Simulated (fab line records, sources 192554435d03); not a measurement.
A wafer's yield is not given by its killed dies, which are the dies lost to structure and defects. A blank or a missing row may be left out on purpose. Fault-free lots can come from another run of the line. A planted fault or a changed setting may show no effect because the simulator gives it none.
Chamber matching -- flow n5-finfet -- 4 sister chambers for N5_MOL_CONTACT_COAG_ETCH_89 on rie-diel-04
The step etches underlayer in N2/H2, target depth 13 nm, time 10.4 s. 4 wafers are shown with their chamber, then 8 later ones without.

== WAFERS WITH THEIR CHAMBER ==
wafer,chamber,throttle-valve-pct (%)
L084.2,3,17.84
L086.3,1,18.28
L086.6,0,17.61
L089.1,2,17.62

== WAFERS WITH NO CHAMBER GIVEN ==
wafer,throttle-valve-pct (%)
L089.3,18.27
L089.6,17.64
L092.2,17.87
L092.3,17.63
L092.5,17.87
L096.3,17.67
L096.5,17.67
L096.6,17.89

== WHICH CHAMBER EACH WENT THROUGH ==
wafer,from the rows above,in truth
L089.3,1,1
L089.6,can't be placed: 2 or 0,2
L092.2,3,3
L092.3,can't be placed: 2 or 0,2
L092.5,3,3
L096.3,can't be placed: 2 or 0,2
L096.5,can't be placed: 2 or 0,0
L096.6,3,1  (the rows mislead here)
3 of 8 placed correctly. Not placeable from these rows: 4 (in 4, the candidates include the true chamber). Number placed wrongly: 1.
How it was worked out, from the rows above alone: a wafer's distance from a chamber is the root of the sum, over the readings, of the square of ((its reading less the chamber's mean) divided by the reading's scatter). If the next closest chamber is less than 2 further off than the closest, the wafer can't be placed; otherwise it belongs to the closest. For every chamber, the mean is computed from those of its wafers that are shown. The scatter (one wafer shown for each chamber): square how far every hidden wafer sits from the nearest shown wafer, average those squares and take the square root.
